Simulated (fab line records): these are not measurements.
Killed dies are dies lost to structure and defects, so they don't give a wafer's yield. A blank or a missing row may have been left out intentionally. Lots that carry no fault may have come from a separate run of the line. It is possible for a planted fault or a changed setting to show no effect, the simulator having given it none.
fab line records	flow nand-harc
record: lots: 12	wafers: 36	last-day: 25
route steps=1159 shown A_SGD_CUT@763 A_SLIT@799 A_WL_FILL@822
lots that met no fault: taken from a fault-free run of the same line
start-h: start of the lot's first displayed wafer, in hours after the record's first day	wait-h: hours since the lot's step before	" as in the row above	L1.1+2: several wafers, shown together as one row	- no value, or no start given	* or withheld: withheld	< > ~ a bound
route shown NAME@n: a module of which the file shows steps, and the number in the route of the first	usual: mean and standard deviation over wafers with no fault	same: alike in all rows	chamber/n: place in a boat	sites: each site's reading	_std_site: standard deviation across them	_edge_site: mean of outer sites minus mean of inner sites	radius-mm: how far each site lies from the wafer's centre	mask NAME#n: copy n	behind: the tool/chamber that last shaped the wafer	hold: the reason the lot was held/the length of the hold in hours/how it ended	device: the n, p or np transistor that did not switch	end of line: at the end of the route, the tests of the same wafers	for a step that has no rows: nothing shown but its recipe	killed: the dies lost at the first sort to structure and to defects; this is not the yield of the wafer	map: dies across one wafer; x = killed, . = not, _ = none there
set.NAME: the run value of the setting; set.NAME@STEP: its run value at that earlier step	model.NAME: the simulator's own value behind a step, which no gauge read
a sample of lots followed through the steps of the route, with each step as a table and each wafer as a row
services: when a tool's chamber went out of use (start-h, in hours from the record's first day, below 0 if earlier), for how many hours, and the reason
== steps ==
step: NHARC_A_SGD_CUT_ETCH_59
recipe: target-depth-a: 2600	over-etch-frac: 0.25	time-s: 406.25	ion-energy-ev: 200	n2-flow-sccm: 150	h2-flow-sccm: 150	ar-flow-sccm: 0	rf-w: 400	bias-w: 150	chemistry: N2/H2
usual: drypump-motor-current-A: 5.8/0.52	oes-product-au: 0.995/0.01	rf-vpp-V: 429.5/2.7	showerhead-plenum-p-Torr: 2.00/0.092	throttle-valve-pct: 14.171/0.0088
lot.wafer	tool	chamber	start-h	wait-h	drypump-motor-current-A	oes-product-au	rf-hours-counter-h	rf-vpp-V	showerhead-plenum-p-Torr	throttle-valve-pct
L657.4	rie-diel-03	2	-	-	6.3	1.003	8	432.1	2.09	14.172
L657.3	"	0	"	"	5.5	0.987	8	425.7	1.90	14.167
L657.5	"	2	"	"	6.3	0.993	-	431.0	2.09	14.161
L658.4	rie-diel-07	3	-	-	6.6	1.008	5	426.9	1.94	14.148
L658.2	"	2	"	"	6.6	1.000	4	430.5	2.01	14.156
L658.5	"	3	"	"	6.6	1.001	-	429.6	1.94	14.193
L661.1	rie-diel-07	3	-	-	6.6	0.995	7	427.1	1.94	14.160
L661.3	"	0	"	"	5.4	0.990	6	431.8	2.10	14.173
L661.4	"	2	"	"	6.6	0.992	5	430.2	2.01	14.166
L665.2	rie-diel-12	3	-	-	5.0	0.994	17	427.2	1.95	14.168
L665.1	"	1	"	"	5.2	1.004	16	428.2	1.96	14.184
L665.6	"	2	"	"	6.2	0.987	-	432.9	2.15	14.176
L668.2	rie-diel-07	0	-	-	5.4	0.997	9	430.1	2.10	14.170
L668.1	"	1	"	"	5.7	0.984	12	426.1	1.90	14.174
L668.3	"	2	"	"	6.5	0.995	11	429.5	2.01	14.173
L672.3	rie-diel-07	2	-	-	6.5	0.998	11	431.1	2.01	14.169
L672.5	"	3	"	"	6.6	0.999	-	428.6	1.94	14.169
L672.6	"	0	"	"	5.4	1.001	-	431.8	2.10	14.160
L674.4	rie-diel-03	3	-	-	5.7	0.999	1	434.0	2.14	14.184
L674.3	"	1	"	"	5.4	0.985	1	428.3	1.96	14.160
L674.5	"	3	"	"	5.7	0.997	-	433.8	2.14	14.177
L675.3	rie-diel-03	1	-	-	5.4	0.998	3	427.4	1.96	14.161
L675.5	"	2	"	"	6.3	0.989	-	431.8	2.09	14.163
L675.6	"	1	"	"	5.4	1.008	-	428.9	1.96	14.178
L677.3	rie-diel-07	0	-	-	5.4	0.993	0	431.5	2.10	14.171
L677.1	"	1	"	"	5.7	0.969	0	426.4	1.90	14.159
L677.6	"	0	"	"	5.4	0.999	-	432.2	2.10	14.169
L680.1	rie-diel-07	1	-	-	5.7	0.980	2	426.3	1.90	14.168
L680.2	"	0	"	"	5.4	0.989	2	433.3	2.10	14.194
L680.6	"	2	"	"	6.6	1.011	-	428.9	2.00	14.176
L678.3	rie-diel-12	1	-	-	5.2	1.008	7	429.1	1.96	14.182
L678.1	"	2	"	"	6.1	0.988	5	433.9	2.15	14.182
L678.5	"	3	"	"	5.0	0.994	-	428.6	1.95	14.183
L679.4	rie-diel-03	2	-	-	6.3	0.992	7	430.8	2.08	14.180
L679.2	"	0	"	"	5.5	0.986	5	425.5	1.89	14.169
L679.5	"	3	"	"	5.7	1.009	-	435.0	2.13	14.165
step: NHARC_A_SLIT_ETCH_29
recipe: target-depth-a: 1000	overetch-a: 100	time-s: 55	ion-energy-ev: 100	cf4-flow-sccm: 80	o2-flow-sccm: 20	ar-flow-sccm: 0	rf-w: 300	bias-w: 100	chemistry: CF4/O2
usual: drypump-motor-current-A: 5.4/0.36	oes-product-au: 1.001/0.0099	rf-vpp-V: 197.8/1.3	showerhead-plenum-p-Torr: 1.33/0.054	throttle-valve-pct: 13.398/0.0089
lot.wafer	tool	chamber	start-h	wait-h	drypump-motor-current-A	oes-product-au	rf-hours-counter-h	rf-vpp-V	showerhead-plenum-p-Torr	throttle-valve-pct
L657.3	rie-diel-13	3	326.57	0.1	5.6	1.017	2	197.3	1.34	13.409
L657.4	"	0	"	"	5.2	1.007	2	199.9	1.43	13.401
L657.5	"	2	"	"	5.2	0.992	-	195.4	1.27	13.413
L658.2	rie-diel-11	0	328.30	0.1	5.4	1.019	8	196.1	1.26	13.399
L658.4	"	2	"	"	5.9	0.998	9	200.3	1.38	13.403
L658.5	"	0	"	"	5.5	1.002	-	196.9	1.26	13.411
L661.4	rie-diel-13	2	345.42	0.1	5.1	0.984	5	197.3	1.27	13.389
L661.3	"	3	"	"	5.6	1.011	5	197.7	1.34	13.396
L661.1	"	1	"	"	5.9	1.002	5	197.9	1.34	13.398
L665.1	rie-diel-01	3	375.47	0.1	5.3	0.995	3	196.4	1.25	13.400
L665.2	"	0	"	"	4.9	0.998	4	198.2	1.34	13.409
L665.6	"	2	"	"	5.7	1.007	-	199.0	1.33	13.388
L672.3	rie-diel-11	3	405.31	0.1	5.4	1.008	3	198.5	1.30	13.400
L672.5	"	3	"	"	5.4	1.007	-	197.7	1.30	13.393
L672.6	"	0	"	"	5.4	1.010	-	195.0	1.26	13.408
L668.1	rie-diel-13	1	406.98	0.1	5.9	1.005	9	198.6	1.34	13.384
L668.3	"	2	"	"	5.2	0.978	9	196.9	1.27	13.403
L668.2	"	3	"	"	5.6	1.012	8	198.0	1.34	13.391
L674.4	rie-diel-13	3	419.19	0.1	5.6	1.009	9	196.5	1.34	13.387
L674.3	"	0	"	"	5.2	1.014	9	199.3	1.43	13.394
L674.5	"	0	"	"	5.3	1.012	-	199.0	1.43	13.410
L675.3	rie-diel-11	0	433.22	0.1	5.5	1.007	5	196.2	1.26	13.401
L675.5	"	3	"	"	5.4	0.999	-	198.2	1.30	13.399
L675.6	"	0	"	"	5.5	1.000	-	196.0	1.26	13.399
L677.1	rie-diel-13	2	443.47	0.1	5.2	0.971	11	195.7	1.27	13.399
L677.3	"	3	"	"	5.6	1.002	10	197.6	1.34	13.402
L677.6	"	3	"	"	5.6	1.007	-	198.6	1.34	13.390
L680.2	rie-diel-01	0	460.99	0.1	5.0	1.001	10	199.1	1.34	13.419
L680.1	"	2	"	"	5.7	1.009	8	197.8	1.33	13.395
L680.6	"	3	"	"	5.3	0.994	-	196.6	1.25	13.392
L678.1	rie-diel-01	0	470.22	0.1	5.0	1.005	10	197.7	1.34	13.392
L678.3	"	1	"	"	4.8	0.998	10	198.3	1.33	13.390
L678.5	"	0	"	"	5.0	0.996	-	197.7	1.34	13.390
L679.2	rie-diel-13	2	472.35	0.1	5.3	1.003	1	196.3	1.27	13.395
L679.4	"	2	"	"	5.3	1.003	-	196.3	1.27	13.400
L679.5	"	1	"	"	5.9	1.000	-	198.3	1.34	13.394
step: NHARC_A_WL_FILL_ALD_10
recipe: target-thk-a: 500	pulse-time-s: 10	ald-cycles: 500	temp-c: 300	material: SiO2
usual: heater-power-w: 464/62	precursor-pulse-height-rel: 1.001/0.02
same: pulse-time-s: 10
lot.wafer	tool	chamber	start-h	wait-h	heater-power-w	precursor-pulse-height-rel	since-wet-clean-h
L657.4	ald-hk-02	3	344.89	0.0	540	0.996	55
L657.3	"	1	345.93	1.1	521	0.992	56
L657.5	"	3	346.96	2.1	549	0.999	-
L658.4	ald-hk-01	1	344.90	0.0	561	1.043	107
L658.2	"	2	"	"	393	0.998	108
L658.5	"	2	347.50	2.7	395	0.995	-
L661.3	ald-hk-01	2	366.20	0.6	386	1.022	128
L661.4	"	3	"	"	472	0.988	129
L661.1	"	0	"	"	358	1.028	129
L665.1	ald-hk-04	2	399.92	1.1	471	1.017	25
L665.2	"	3	"	"	440	0.990	25
L665.6	"	0	"	"	464	0.983	-
L668.1	ald-hk-02	3	428.76	0.3	549	0.991	139
L668.3	"	0	"	"	515	0.999	139
L668.2	"	1	"	"	517	1.000	140
L672.3	ald-hk-01	1	429.05	0.6	539	1.019	12
L672.5	"	0	430.60	2.1	340	0.985	-
L672.6	"	1	"	"	551	1.020	-
L674.3	ald-hk-01	2	439.12	0.1	397	1.007	22
L674.4	"	3	"	"	459	0.986	23
L674.5	"	3	441.67	2.6	475	0.998	-
L675.3	ald-hk-02	1	454.63	1.6	542	1.019	165
L675.5	"	2	"	"	438	1.033	-
L675.6	"	3	"	"	565	1.001	-
L677.3	ald-hk-04	2	465.71	0.1	480	0.999	90
L677.1	"	3	"	"	432	1.014	91
L677.6	"	3	468.27	2.6	432	1.029	-
L680.2	ald-hk-01	0	481.01	1.2	340	1.033	64
L680.1	"	2	482.03	2.2	392	1.010	65
L680.6	"	3	"	"	471	1.031	-
L678.1	ald-hk-01	2	495.66	0.6	397	0.967	79
L678.3	"	3	"	"	482	0.996	79
L678.5	"	1	497.18	2.1	554	1.016	-
L679.4	ald-hk-04	2	496.17	1.1	474	0.984	121
L679.2	"	3	497.20	2.1	451	1.005	122
L679.5	"	1	499.24	4.1	448	0.989	-
step: NHARC_A_WL_FILL_ETCHBACK_17
recipe: target-depth-a: 40	time-s: 26.7	chemistry: Cl2/BCl3
usual: drypump-motor-current-A: 6.1/0.32	oes-product-au: 1.000/0.0087	run-length-s: 47.9/0.47
lot.wafer	tool	chamber	start-h	wait-h	drypump-motor-current-A	oes-product-au	rf-hours-counter-h	run-length-s
L658.2	rie-metal-02	1	349.76	-	6.4	0.992	3.1	48.2
L658.4	"	1	"	"	6.4	0.999	-	48.0
L658.5	"	0	"	"	5.8	0.996	-	47.6
L657.3	rie-metal-03	0	349.81	-	5.8	1.019	-	47.0
L657.4	"	0	"	"	5.8	1.007	-	46.9
L657.5	"	0	"	"	5.8	1.010	-	47.5
L661.1	rie-metal-03	1	370.49	-	5.9	1.009	2.6	48.7
L661.4	"	0	"	"	5.8	1.017	-	47.3
L661.3	"	1	"	"	5.9	1.011	-	48.5
L665.1	rie-metal-02	1	403.67	-	6.4	0.995	0	47.9
L665.2	"	0	"	"	5.8	0.999	0	40.4
L665.6	"	1	"	"	6.4	0.999	-	48.2
L672.3	rie-metal-03	1	433.47	-	6.0	1.013	-	48.5
L672.6	"	0	"	"	5.8	1.006	-	47.1
L672.5	"	1	"	"	6.0	1.006	-	48.6
L668.1	rie-metal-02	1	433.54	-	6.4	1.003	0.8	48.2
L668.2	"	0	"	"	5.8	0.998	0.8	40.4
L668.3	"	0	"	"	5.8	1.011	-	40.4
L674.3	rie-metal-03	1	443.95	-	5.9	0.998	-	48.4
L674.4	"	0	"	"	5.8	0.995	-	46.9
L674.5	"	0	"	"	5.8	1.004	-	47.3
L675.3	rie-metal-01	0	458.09	-	6.6	0.999	-	48.1
L675.6	"	0	"	"	6.6	0.998	-	47.7
L675.5	"	1	"	"	6.3	0.994	-	47.6
L677.1	rie-metal-01	1	470.51	-	6.4	0.996	4.5	47.9
L677.3	"	1	"	"	6.4	0.983	-	48.3
L677.6	"	1	"	"	6.4	0.991	-	47.9
L680.2	rie-metal-03	1	485.31	-	5.9	0.978	0.4	49.1
L680.1	"	0	"	"	5.8	1.001	0.4	47.5
L680.6	"	0	"	"	5.8	1.001	-	47.0
L678.1	rie-metal-03	1	499.93	-	6.0	0.975	1.0	48.4
L678.3	"	1	"	"	6.0	0.982	-	48.4
L678.5	"	1	"	"	6.0	0.968	-	48.5
L679.2	rie-metal-01	1	503.05	-	6.4	0.999	5.7	47.9
L679.4	"	1	"	"	6.4	0.994	-	47.6
L679.5	"	1	"	"	6.4	0.995	-	47.8
== services ==
tool	chamber	start-h	hours	kind
rie-diel-03	0	287.03	1.4	repair
rie-diel-07	2	297.35	8.5	repair
rie-diel-07	0	298.81	4.6	repair
rie-diel-01	-	314.83	9.0	pm
rie-diel-07	0	324.68	1.6	repair
rie-metal-01	-	332.00	9.0	pm
rie-diel-11	3	337.69	2.8	repair
rie-diel-11	3	344.24	1.4	repair
rie-metal-03	1	348.08	4.5	repair
rie-diel-11	-	366.50	9.0	pm
rie-diel-07	0	380.67	6.1	repair
rie-diel-03	-	392.30	9.0	pm
rie-diel-07	-	402.40	1.2	repair
rie-diel-07	-	405.20	9.0	pm
rie-diel-03	0	417.05	9.7	repair
rie-diel-03	-	428.97	0.8	repair
rie-diel-03	1	442.17	2.5	repair
rie-metal-03	-	453.00	9.0	pm
rie-diel-13	-	453.23	9.0	pm
rie-diel-13	0	468.60	24.4	repair
ald-hk-01	-	469.13	1.0	repair
rie-diel-03	3	472.58	4.9	repair
rie-diel-03	0	479.40	12.8	repair
ald-hk-01	-	488.98	0.7	repair
== key ==
first-sign: step: NHARC_A_WL_FILL_ETCHBACK_17	reading: run-length-s	direction: down	sigmas: 16	usual: *	struck: *
effect none on later readings
met-at NHARC_A_WL_FILL_ETCHBACK_17
struck-lots L665,L668
struck-wafers L665.2,L668.2,L668.3
tester-left-out L665,L668
not-acting-at NHARC_A_SGD_CUT_ETCH_59,NHARC_A_SLIT_ETCH_29,NHARC_A_WL_FILL_ALD_10
onset-between 349.76 403.67
fault: kind: process-parameter-drift	tool: rie-metal-02	chamber: 0	onset-h: 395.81	steps: NHARC_A_WL_FILL_ETCHBACK_17	channel: time-s	offset: *	shape: step	end-h: 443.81	acts-in: *	stated: *
tester-left-out: of these lots the tester's yield and bins aren't shown, on N5 and GAA mostly nor the transistor test; their killed dies are dies lost to structure and defects alone, not to doping, threshold or leakage, so they don't give the yield
